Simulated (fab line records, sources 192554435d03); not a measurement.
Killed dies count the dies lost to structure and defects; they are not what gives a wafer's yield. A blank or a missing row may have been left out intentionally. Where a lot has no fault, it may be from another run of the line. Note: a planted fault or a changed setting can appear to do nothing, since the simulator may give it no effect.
fab line records	flow n5Finfet
record: lots: 24	wafers: 72	lastDay: 18
route steps=1938 shown BEOL_M11@1597 BEOL_M12@1603 BEOL_M13@1693 BEOL_M14@1727
lots untouched by any fault: they come from a run of this same line in which no faults occurred
startH: hours from the record's first day to the start of the lot's first wafer shown	waitH: hours elapsed since this lot's preceding step	" the same as in the row above	L1.1+2: one row covering several wafers at once	- either no value or no given start	* or withheld: withheld	< > ~ a bound
route shown NAME@n: NAME is a module with steps in the file, n the number in the route of the first one	usual: mean/standard deviation taken from wafers without a fault	same: alike in all rows	chamber/n: place in a boat	sites: each site's reading	_std_site: how widely they spread, as a standard deviation	_edge_site: outer sites' mean less inner sites'	radiusMm: how far each site lies from the wafer's centre	mask NAME#n: copy n	behind: the last tool/chamber to shape the wafer	hold: the reason the lot was held/the length of the hold in hours/how it ended	device: which transistor (n, p or np) failed to switch	end of line: the tests these same wafers got at the end of their route	a step without rows: its recipe alone	killed: not the wafer's yield, but the dies lost to structure and defects at the first sort	map: a wafer's dies, marking killed ones x, the rest . and places with no die _
set.NAME: the setting the step ran with; set.NAME@STEP: the setting that earlier step ran with	model.NAME: the simulator's own value behind a step, which no gauge read
a sample of lots followed through the steps of the route, with each step as a table and each wafer as a row
services: when a tool's chamber went out of use (startH, in hours from the record's first day, below 0 if earlier), for how many hours, and the reason
== steps ==
step: N5_BEOL_M11_THK_MEAS_53
recipe: thkMeasGauge: xrf	reads: Cu_of_BEOL_M11_ECD_50
usual: M11_THK: 139/3.5
lot.wafer	tool	chamber	startH	waitH	M11_THK[nm]
L074.2	filmMetro-02	-	240.66	-	135
L074.3	"	-	"	"	138
L074.5	"	-	"	"	135
L076.1	filmMetro-02	-	245.69	-	140
L076.3	"	-	"	"	138
L076.5	"	-	"	"	143
L075.1	filmMetro-02	-	246.78	-	138
L075.5	"	-	"	"	139
L075.6	"	-	"	"	144
L077.2	filmMetro-02	-	250.62	-	137
L077.5	"	-	"	"	131
L077.6	"	-	"	"	137
L078.3	filmMetro-01	-	261.26	-	137
L078.5	"	-	"	"	135
L078.6	"	-	"	"	134
L079.2	filmMetro-02	-	269.99	-	139
L079.5	"	-	"	"	140
L079.6	"	-	"	"	137
L081.1	filmMetro-02	-	278.76	-	144
L081.4	"	-	"	"	138
L081.6	"	-	"	"	140
L080.2	filmMetro-02	-	283.22	-	137
L080.3	"	-	"	"	142
L080.6	"	-	"	"	142
L082.1	filmMetro-02	-	289.53	-	136
L082.2	"	-	"	"	135
L082.5	"	-	"	"	136
L083.2	filmMetro-02	-	299.32	-	149
L083.5	"	-	"	"	143
L083.6	"	-	"	"	143
L084.1	filmMetro-01	-	303.18	-	141
L084.5	"	-	"	"	133
L084.6	"	-	"	"	140
L085.2	filmMetro-02	-	304.26	-	142
L085.3	"	-	"	"	143
L085.5	"	-	"	"	143
L086.1	filmMetro-01	-	315.15	-	134
L086.5	"	-	"	"	139
L086.6	"	-	"	"	137
L087.2	filmMetro-02	-	319.67	-	137
L087.3	"	-	"	"	138
L087.5	"	-	"	"	140
L089.1	filmMetro-02	-	333.07	-	134
L089.2	"	-	"	"	139
L089.5	"	-	"	"	140
L091.1	filmMetro-01	-	337.44	-	140
L091.2	"	-	"	"	140
L091.5	"	-	"	"	141
L090.1	filmMetro-01	-	338.50	-	135
L090.3	"	-	"	"	133
L090.4	"	-	"	"	135
L088.1	filmMetro-02	-	347.96	-	136
L088.3	"	-	"	"	136
L088.5	"	-	"	"	142
L092.1	filmMetro-01	-	353.17	-	137
L092.2	"	-	"	"	130
L092.3	"	-	"	"	137
L095.2	filmMetro-01	-	355.24	-	142
L095.3	"	-	"	"	140
L095.4	"	-	"	"	143
L094.2	filmMetro-02	-	367.57	-	134
L094.4	"	-	"	"	141
L094.5	"	-	"	"	137
L093.1	filmMetro-01	-	383.69	-	137
L093.4	"	-	"	"	141
L093.5	"	-	"	"	140
L096.2	filmMetro-02	-	389.21	-	138
L096.3	"	-	"	"	144
L096.6	"	-	"	"	137
L097.1	filmMetro-02	-	403.98	-	136
L097.5	"	-	"	"	138
L097.6	"	-	"	"	145
step: N5_BEOL_M12_THK_MEAS_01
recipe: reads: SiOC_of_BEOL_M12_ILD_DEP_00
usual: M12_ILD_THK: 658/8
lot.wafer	tool	chamber	startH	waitH	M12_ILD_THK[nm]
L074.2	filmMetro-01	-	240.98	0.1	658
L074.3	"	-	"	"	653
L074.5	"	-	"	"	660
L076.1	filmMetro-01	-	246.01	0.1	650
L076.3	"	-	"	"	660
L076.5	"	-	"	"	657
L075.1	filmMetro-01	-	247.10	0.1	649
L075.5	"	-	"	"	660
L075.6	"	-	"	"	663
L077.2	filmMetro-01	-	250.94	0.1	657
L077.5	"	-	"	"	675
L077.6	"	-	"	"	670
L078.3	filmMetro-01	-	261.59	0.1	651
L078.5	"	-	"	"	666
L078.6	"	-	"	"	657
L079.2	filmMetro-02	-	270.31	0.1	647
L079.5	"	-	"	"	660
L079.6	"	-	"	"	666
L081.1	filmMetro-02	-	279.12	0.1	657
L081.4	"	-	"	"	664
L081.6	"	-	"	"	679
L080.2	filmMetro-02	-	283.59	0.1	657
L080.3	"	-	"	"	657
L080.6	"	-	"	"	661
L082.1	filmMetro-02	-	289.85	0.1	658
L082.2	"	-	"	"	663
L082.5	"	-	"	"	663
L083.2	filmMetro-01	-	299.69	0.1	645
L083.5	"	-	"	"	659
L083.6	"	-	"	"	658
L084.1	filmMetro-02	-	303.55	0.1	647
L084.5	"	-	"	"	655
L084.6	"	-	"	"	663
L085.2	filmMetro-02	-	304.58	0.1	656
L085.3	"	-	"	"	663
L085.5	"	-	"	"	663
L086.1	filmMetro-02	-	315.47	0.1	655
L086.5	"	-	"	"	669
L086.6	"	-	"	"	661
L087.2	filmMetro-02	-	320.02	0.1	637
L087.3	"	-	"	"	650
L087.5	"	-	"	"	647
L089.1	filmMetro-01	-	333.39	0.1	665
L089.2	"	-	"	"	662
L089.5	"	-	"	"	669
L091.1	filmMetro-01	-	337.84	0.1	647
L091.2	"	-	"	"	654
L091.5	"	-	"	"	668
L090.1	filmMetro-01	-	338.87	0.1	644
L090.3	"	-	"	"	644
L090.4	"	-	"	"	658
L088.1	filmMetro-02	-	348.30	0.1	647
L088.3	"	-	"	"	659
L088.5	"	-	"	"	664
L092.1	filmMetro-02	-	353.49	0.1	652
L092.2	"	-	"	"	652
L092.3	"	-	"	"	666
L095.2	filmMetro-02	-	355.56	0.1	654
L095.3	"	-	"	"	644
L095.4	"	-	"	"	662
L094.2	filmMetro-01	-	367.89	0.1	660
L094.4	"	-	"	"	666
L094.5	"	-	"	"	659
L093.1	filmMetro-01	-	384.01	0.1	648
L093.4	"	-	"	"	668
L093.5	"	-	"	"	665
L096.2	filmMetro-01	-	389.53	0.1	654
L096.3	"	-	"	"	653
L096.6	"	-	"	"	656
L097.1	filmMetro-01	-	404.35	0.1	644
L097.5	"	-	"	"	669
L097.6	"	-	"	"	659
step: N5_BEOL_M13_ETCH_67
recipe: chemistry: CF4	target: SiARC	targetDepthA: 1430	timeS: 238.3	ionEnergyEv: 80	pressureMtorr: 40	sourceW: 545	biasW: 36	Ar_flow_sccm: 100	cf4FlowSccm: 100	ends: cleared
usual: biasW: 35.99/0.11	drypumpMotorCurrentA: 5.6/0.45	etchRfOnTimeS: 240/6	oesProductAu: 0.65/0.075	rfVppV: 184.2/1.1	showerheadPlenumPTorr: 2.15/0.055	throttleValvePct: 15.67/0.25
lot.wafer	tool	chamber	startH	waitH	biasW	drypumpMotorCurrentA	etchRfOnTimeS	oesProductAu	rfHoursCounterH	rfVppV	showerheadPlenumPTorr	throttleValvePct
L074.2	rieDiel-05	0	247.00	0.0	36.07	5.8	236	0.61	207	185.4	2.21	15.82
L074.3	"	2	"	"	36.18	5.2	241	0.61	196	183.9	2.12	15.56
L074.5	"	0	"	"	36.04	5.8	235	0.61	-	185.7	2.21	15.82
L076.1	rieDiel-05	3	252.83	0.0	36.12	5.8	239	0.63	183	186.3	2.12	15.73
L076.3	"	0	"	"	35.96	5.8	240	0.61	209	185.2	2.20	15.82
L076.5	"	2	"	"	36.06	5.2	242	0.61	-	183.9	2.12	15.56
L075.1	rieDiel-03	3	252.93	0.0	35.83	5.6	229	0.65	182	185.1	2.22	16.01
L075.5	"	1	"	"	35.92	5.1	238	0.64	-	181.5	2.14	15.71
L075.6	"	2	"	"	35.91	5.1	234	0.79	-	185.2	2.19	15.23
L077.2	rieDiel-03	1	260.78	0.0	36.09	5.1	239	0.63	174	182.8	2.14	15.72
L077.5	"	3	"	"	36.02	5.6	229	0.64	-	185.6	2.22	16.01
L077.6	"	0	"	"	36.03	5.5	239	0.71	-	182.4	2.08	15.59
L078.3	rieDiel-04	1	269.48	0.0	36.02	5.5	243	0.65	139	183.8	2.14	15.93
L078.5	"	3	"	"	35.98	5.0	236	0.81	-	182.7	2.11	15.38
L078.6	"	0	"	"	35.96	6.2	233	0.61	-	183.9	2.13	15.76
L079.2	rieDiel-05	1	277.04	0.0	35.90	5.5	253	0.58	211	184.1	2.11	15.76
L079.5	"	0	"	"	36.06	5.8	237	0.61	-	185.7	2.20	15.83
L079.6	"	1	"	"	35.93	5.5	251	0.58	-	182.2	2.11	15.75
L081.1	rieDiel-04	1	288.36	0.0	35.90	5.5	245	0.64	145	184.7	2.14	15.96
L081.4	"	1	"	"	35.99	5.5	246	0.64	-	185.1	2.14	15.95
L081.6	"	2	"	"	35.90	6.5	234	0.83	-	186.9	2.28	15.16
L080.2	rieDiel-05	1	291.89	0.0	35.92	5.6	256	0.58	216	184.9	2.11	15.76
L080.3	"	3	"	"	36.03	5.8	241	0.62	197	185.1	2.12	15.74
L080.6	"	0	"	"	35.97	5.8	240	0.59	-	184.9	2.20	15.85
L082.1	rieDiel-03	0	301.07	0.0	36.01	5.5	242	0.69	92	183.3	2.08	15.59
L082.2	"	3	"	"	36.02	5.6	230	0.63	195	185.1	2.21	16.05
L082.5	"	1	"	"	36.11	5.1	240	0.62	-	183.3	2.14	15.73
L083.2	rieDiel-04	2	308.27	0.0	36.01	6.5	232	0.80	13	185.8	2.28	15.19
L083.5	"	1	"	"	36.03	5.5	241	0.64	-	183.3	2.14	15.97
L083.6	"	2	"	"	35.96	6.5	233	0.81	-	183.5	2.28	15.17
L084.1	rieDiel-05	3	310.32	0.0	35.79	5.8	244	0.61	203	182.5	2.11	15.76
L084.5	"	3	"	"	36.10	5.8	241	0.61	-	183.4	2.11	15.79
L084.6	"	2	"	"	36.06	5.2	245	0.59	-	185.3	2.12	15.59
L085.2	rieDiel-05	2	311.22	0.0	35.89	5.3	246	0.59	218	183.1	2.11	15.58
L085.3	"	3	"	"	35.81	5.8	241	0.61	203	182.8	2.11	15.76
L085.5	"	3	"	"	35.90	5.8	242	0.60	-	183.4	2.11	15.77
L086.1	rieDiel-05	3	321.31	0.0	36.10	5.8	241	0.61	206	184.6	2.11	15.79
L086.5	"	0	"	"	35.76	5.8	239	0.59	-	185.0	2.20	15.86
L086.6	"	1	"	"	35.94	5.5	253	0.57	-	183.2	2.11	15.77
L087.2	rieDiel-04	3	328.07	0.0	35.94	5.0	235	0.79	16	184.1	2.10	15.40
L087.3	"	2	"	"	35.90	6.5	237	0.79	20	185.9	2.28	15.20
L087.5	"	2	"	"	35.93	6.5	236	0.78	-	186.0	2.28	15.18
L089.1	rieDiel-03	0	339.21	0.0	35.99	5.5	242	0.69	104	183.4	2.08	15.63
L089.2	"	2	"	"	35.75	5.1	235	0.76	34	183.9	2.19	15.27
L089.5	"	1	"	"	35.98	5.1	243	0.61	-	185.0	2.13	15.78
L091.1	rieDiel-05	3	345.34	0.0	35.95	5.8	242	0.61	212	183.3	2.11	15.80
L091.2	"	2	"	"	35.79	5.3	244	0.59	227	182.9	2.11	15.60
L091.5	"	3	"	"	35.94	5.8	241	0.61	-	184.0	2.11	15.79
L090.1	rieDiel-05	2	345.88	0.0	35.79	5.3	244	0.59	228	184.2	2.11	15.61
L090.3	"	3	"	"	35.96	5.8	238	0.61	212	183.5	2.11	15.78
L090.4	"	0	"	"	36.00	5.8	241	0.59	238	184.6	2.20	15.89
L088.1	rieDiel-04	1	356.81	0.0	35.89	5.6	243	0.63	166	184.6	2.13	16.00
L088.3	"	0	"	"	36.28	6.1	232	0.60	244	182.6	2.12	15.83
L088.5	"	0	"	"	35.95	6.2	233	0.60	-	184.9	2.12	15.82
L092.1	rieDiel-04	1	365.21	0.0	35.99	5.5	244	0.62	169	183.3	2.13	16.00
L092.2	"	0	"	"	36.01	6.2	232	0.60	246	183.4	2.12	15.81
L092.3	"	3	"	"	36.17	5.0	237	0.77	27	183.3	2.10	15.44
L095.2	rieDiel-03	1	365.83	0.0	35.95	5.1	241	0.61	207	183.7	2.13	15.78
L095.3	"	0	"	"	35.96	5.5	243	0.67	113	184.0	2.07	15.64
L095.4	"	2	"	"	35.96	5.1	237	0.74	43	186.4	2.18	15.29
L094.2	rieDiel-04	3	374.49	0.0	36.20	5.0	237	0.76	30	183.3	2.10	15.44
L094.4	"	1	"	"	36.00	5.5	243	0.63	172	183.7	2.13	16.01
L094.5	"	3	"	"	36.12	5.0	239	0.76	-	182.8	2.10	15.44
L093.1	rieDiel-04	3	390.18	0.0	35.73	5.0	238	0.75	34	183.6	2.10	15.43
L093.4	"	2	"	"	35.74	6.5	236	0.74	42	184.9	2.27	15.23
L093.5	"	3	"	"	35.90	5.0	237	0.76	-	182.7	2.10	15.44
L096.2	rieDiel-04	3	395.70	0.0	36.16	5.0	237	0.75	36	181.9	2.10	15.45
L096.3	"	2	"	"	35.88	6.5	240	0.75	45	184.8	2.27	15.24
L096.6	"	1	"	"	35.87	5.5	244	0.62	-	182.7	2.13	16.01
L097.1	rieDiel-03	0	410.18	0.0	36.02	5.5	248	0.65	128	182.2	2.07	15.66
L097.5	"	3	"	"	36.02	5.6	236	0.60	-	186.9	2.20	16.09
L097.6	"	2	"	"	36.08	5.1	239	0.73	-	185.6	2.18	15.32
step: N5_BEOL_M13_OCD_MEAS_35
usual: trenchDepthNm: 412/6.7
lot.wafer	tool	chamber	startH	waitH	trenchDepthNm
L074.2	ocd-01	-	247.55	0.0	413
L074.3	"	-	"	"	413
L074.5	"	-	"	"	417
L076.1	ocd-02	-	253.37	0.0	404
L076.3	"	-	"	"	405
L076.5	"	-	"	"	410
L075.1	ocd-01	-	253.47	0.0	426
L075.5	"	-	"	"	422
L075.6	"	-	"	"	429
L077.2	ocd-01	-	261.32	0.0	419
L077.5	"	-	"	"	419
L077.6	"	-	"	"	416
L078.3	ocd-01	-	270.04	0.0	408
L078.5	"	-	"	"	423
L078.6	"	-	"	"	410
L079.2	ocd-02	-	277.58	0.0	405
L079.5	"	-	"	"	410
L079.6	"	-	"	"	403
L081.1	ocd-02	-	288.90	0.0	404
L081.4	"	-	"	"	409
L081.6	"	-	"	"	423
L080.2	ocd-01	-	292.43	0.0	402
L080.3	"	-	"	"	406
L080.6	"	-	"	"	411
L082.1	ocd-01	-	301.61	0.0	416
L082.2	"	-	"	"	418
L082.5	"	-	"	"	415
L083.2	ocd-02	-	308.81	0.0	419
L083.5	"	-	"	"	410
L083.6	"	-	"	"	421
L084.1	ocd-01	-	310.86	0.0	407
L084.5	"	-	"	"	407
L084.6	"	-	"	"	409
L085.2	ocd-02	-	311.76	0.0	409
L085.3	"	-	"	"	400
L085.5	"	-	"	"	405
L086.1	ocd-02	-	321.85	0.0	405
L086.5	"	-	"	"	407
L086.6	"	-	"	"	401
L087.2	ocd-01	-	328.62	0.0	427
L087.3	"	-	"	"	417
L087.5	"	-	"	"	415
L089.1	ocd-02	-	339.75	0.0	415
L089.2	"	-	"	"	423
L089.5	"	-	"	"	414
L091.1	ocd-01	-	345.88	0.0	405
L091.2	"	-	"	"	409
L091.5	"	-	"	"	404
L090.1	ocd-01	-	346.42	0.0	409
L090.3	"	-	"	"	407
L090.4	"	-	"	"	410
L088.1	ocd-01	-	357.35	0.0	406
L088.3	"	-	"	"	416
L088.5	"	-	"	"	411
L092.1	ocd-02	-	365.75	0.0	405
L092.2	"	-	"	"	414
L092.3	"	-	"	"	418
L095.2	ocd-02	-	366.37	0.0	413
L095.3	"	-	"	"	415
L095.4	"	-	"	"	423
L094.2	ocd-02	-	375.03	0.0	422
L094.4	"	-	"	"	406
L094.5	"	-	"	"	420
L093.1	ocd-02	-	390.72	0.0	407
L093.4	"	-	"	"	419
L093.5	"	-	"	"	410
L096.2	ocd-01	-	396.24	0.0	416
L096.3	"	-	"	"	414
L096.6	"	-	"	"	403
L097.1	ocd-01	-	410.72	0.0	410
L097.5	"	-	"	"	413
L097.6	"	-	"	"	417
step: N5_BEOL_M13_SPUTTER_44
recipe: material: Ta	targetThkA: 100	tempC: 50	biasV: 80	powerW: 15000	chamberPressurePa: 0.07	timeS: 16.13
usual: throttleValvePct: 30.1/1.1
same: timeS: 16.13
lot.wafer	tool	chamber	startH	waitH	throttleValvePct
L074.2	pvdSputter-01	-	248.91	0.0	30.8
L074.3	"	-	"	"	31.3
L074.5	"	-	"	"	31.8
L076.1	pvdSputter-02	-	255.01	0.0	29.1
L076.3	"	-	"	"	28.8
L076.5	"	-	"	"	28.6
L075.1	pvdSputter-02	-	255.41	0.0	29.2
L075.5	"	-	"	"	28.6
L075.6	"	-	"	"	29.1
L077.2	pvdSputter-03	-	262.42	0.0	32.0
L077.5	"	-	"	"	29.3
L077.6	"	-	"	"	29.5
L078.3	pvdSputter-03	-	275.64	0.0	31.8
L078.5	"	-	"	"	29.2
L078.6	"	-	"	"	31.9
L079.2	pvdSputter-03	-	278.14	0.0	30.2
L079.5	"	-	"	"	29.1
L079.6	"	-	"	"	29.3
L081.1	pvdSputter-03	-	291.48	0.0	31.9
L081.4	"	-	"	"	29.4
L081.6	"	-	"	"	30.2
L080.2	pvdSputter-03	-	297.07	0.0	29.4
L080.3	"	-	"	"	31.9
L080.6	"	-	"	"	32.4
L082.1	pvdSputter-01	-	302.62	0.0	30.9
L082.2	"	-	"	"	30.9
L082.5	"	-	"	"	30.8
L083.2	pvdSputter-01	-	310.72	0.0	30.6
L083.5	"	-	"	"	31.7
L083.6	"	-	"	"	30.9
L084.1	pvdSputter-01	-	311.60	0.0	30.0
L084.5	"	-	"	"	30.8
L084.6	"	-	"	"	30.1
L085.2	pvdSputter-02	-	313.93	0.0	29.3
L085.3	"	-	"	"	28.7
L085.5	"	-	"	"	28.7
L086.1	pvdSputter-01	-	323.15	0.0	30.0
L086.5	"	-	"	"	31.7
L086.6	"	-	"	"	30.8
L087.2	pvdSputter-02	-	331.72	0.0	29.6
L087.3	"	-	"	"	29.0
L087.5	"	-	"	"	29.3
L089.1	pvdSputter-03	-	341.10	0.0	29.3
L089.2	"	-	"	"	30.4
L089.5	"	-	"	"	31.9
L091.1	pvdSputter-03	-	347.32	0.0	30.0
L091.2	"	-	"	"	32.1
L091.5	"	-	"	"	32.3
L090.1	pvdSputter-02	-	347.38	0.0	28.6
L090.3	"	-	"	"	29.0
L090.4	"	-	"	"	29.4
L088.1	pvdSputter-03	-	363.29	0.0	32.4
L088.3	"	-	"	"	29.1
L088.5	"	-	"	"	29.9
L092.1	pvdSputter-03	-	366.89	0.0	31.9
L092.2	"	-	"	"	29.1
L092.3	"	-	"	"	29.5
L095.2	pvdSputter-03	-	367.25	0.0	29.5
L095.3	"	-	"	"	29.4
L095.4	"	-	"	"	32.1
L094.2	pvdSputter-01	-	375.92	0.0	31.8
L094.4	"	-	"	"	30.8
L094.5	"	-	"	"	30.9
L093.1	pvdSputter-02	-	391.65	0.0	29.5
L093.4	"	-	"	"	29.3
L093.5	"	-	"	"	29.3
L096.2	pvdSputter-03	-	398.76	0.0	29.7
L096.3	"	-	"	"	29.1
L096.6	"	-	"	"	32.1
L097.1	pvdSputter-02	-	412.72	0.0	29.3
L097.5	"	-	"	"	28.3
L097.6	"	-	"	"	29.1
step: N5_BEOL_M14_OVL_MEAS_11
recipe: pointsPerWafer: 44
usual: V13_OVL: -1/5.2
lot.wafer	tool	chamber	startH	waitH	V13_OVL[nm]
L074.2	overlay-01	0	250.93	0.0	-5
L074.3	"	0	"	"	2
L074.5	"	0	"	"	7
L076.1	overlay-01	0	256.68	0.0	-3
L076.3	"	0	"	"	-5
L076.5	"	0	"	"	-4
L075.1	overlay-02	0	257.08	0.0	8
L075.5	"	0	"	"	3
L075.6	"	0	"	"	4
L077.2	overlay-02	0	264.09	0.0	-5
L077.5	"	0	"	"	-2
L077.6	"	0	"	"	-9
L078.3	overlay-02	0	277.45	0.0	-7
L078.5	"	0	"	"	-9
L078.6	"	0	"	"	-10
L079.2	overlay-01	0	279.83	0.0	-12
L079.5	"	0	"	"	-6
L079.6	"	0	"	"	-10
L081.1	overlay-01	0	293.15	0.0	1
L081.4	"	0	"	"	5
L081.6	"	0	"	"	-2
L080.2	overlay-02	0	298.78	0.0	6
L080.3	"	0	"	"	-5
L080.6	"	0	"	"	4
L082.1	overlay-02	0	304.85	0.0	-10
L082.2	"	0	"	"	1
L082.5	"	0	"	"	-6
L083.2	overlay-02	0	312.56	0.0	-6
L083.5	"	0	"	"	5
L083.6	"	0	"	"	2
L084.1	overlay-02	0	313.40	0.0	6
L084.5	"	0	"	"	3
L084.6	"	0	"	"	-7
L085.2	overlay-01	0	315.73	0.0	-2
L085.3	"	0	"	"	5
L085.5	"	0	"	"	9
L086.1	overlay-01	0	324.92	0.0	0
L086.5	"	0	"	"	-2
L086.6	"	0	"	"	-3
L087.2	overlay-02	0	334.55	0.0	-3
L087.3	"	0	"	"	-5
L087.5	"	0	"	"	-1
L089.1	overlay-01	0	342.90	0.0	0
L089.2	"	0	"	"	2
L089.5	"	0	"	"	-4
L091.1	overlay-02	0	349.34	0.0	16
L091.2	"	0	"	"	4
L091.5	"	0	"	"	6
L090.1	overlay-01	0	349.59	0.0	-9
L090.3	"	0	"	"	-6
L090.4	"	0	"	"	-1
L088.1	overlay-02	0	365.09	0.0	-3
L088.3	"	0	"	"	3
L088.5	"	0	"	"	1
L092.1	overlay-01	0	368.94	0.0	13
L092.2	"	0	"	"	4
L092.3	"	0	"	"	12
L095.2	overlay-01	0	369.50	0.0	-2
L095.3	"	0	"	"	-7
L095.4	"	0	"	"	-8
L094.2	overlay-02	0	378.37	0.0	-9
L094.4	"	0	"	"	-11
L094.5	"	0	"	"	-4
L093.1	overlay-01	0	393.34	0.0	-4
L093.4	"	0	"	"	-4
L093.5	"	0	"	"	0
L096.2	overlay-02	0	400.74	0.0	2
L096.3	"	0	"	"	5
L096.6	"	0	"	"	3
L097.1	overlay-01	0	414.59	0.0	0
L097.5	"	0	"	"	2
L097.6	"	0	"	"	-9
== services ==
tool	chamber	startH	hours	kind
rieDiel-04	3	230.43	-	clean
rieDiel-04	3	230.43	-	consumableReplace:focusRing
rieDiel-04	3	230.43	24.4	scheduledDown
rieDiel-04	3	230.43	24.4	ventCycle
rieDiel-03	1	238.76	4.5	repair
rieDiel-04	2	254.91	-	clean
rieDiel-04	2	254.91	-	consumableReplace:focusRing
rieDiel-04	2	254.91	-	consumableReplace:showerhead
rieDiel-04	2	254.91	16.8	scheduledDown
rieDiel-04	2	254.91	16.8	ventCycle
rieDiel-04	3	285.00	27.2	repair
rieDiel-04	0	322.48	6.7	repair
rieDiel-04	-	351.21	1.5	repair
rieDiel-05	1	366.16	8.4	repair
rieDiel-05	-	374.16	14.6	pm
rieDiel-04	3	378.16	8.3	repair
rieDiel-05	0	389.04	11.5	repair
rieDiel-04	0	395.62	-	clean
rieDiel-04	0	395.62	-	consumableReplace:focusRing
rieDiel-04	0	395.62	24.4	scheduledDown
rieDiel-04	0	395.62	24.4	ventCycle
rieDiel-03	1	396.85	17.9	repair
rieDiel-05	0	411.60	-	clean
rieDiel-05	0	411.60	-	consumableReplace:focusRing
== key ==
fault none
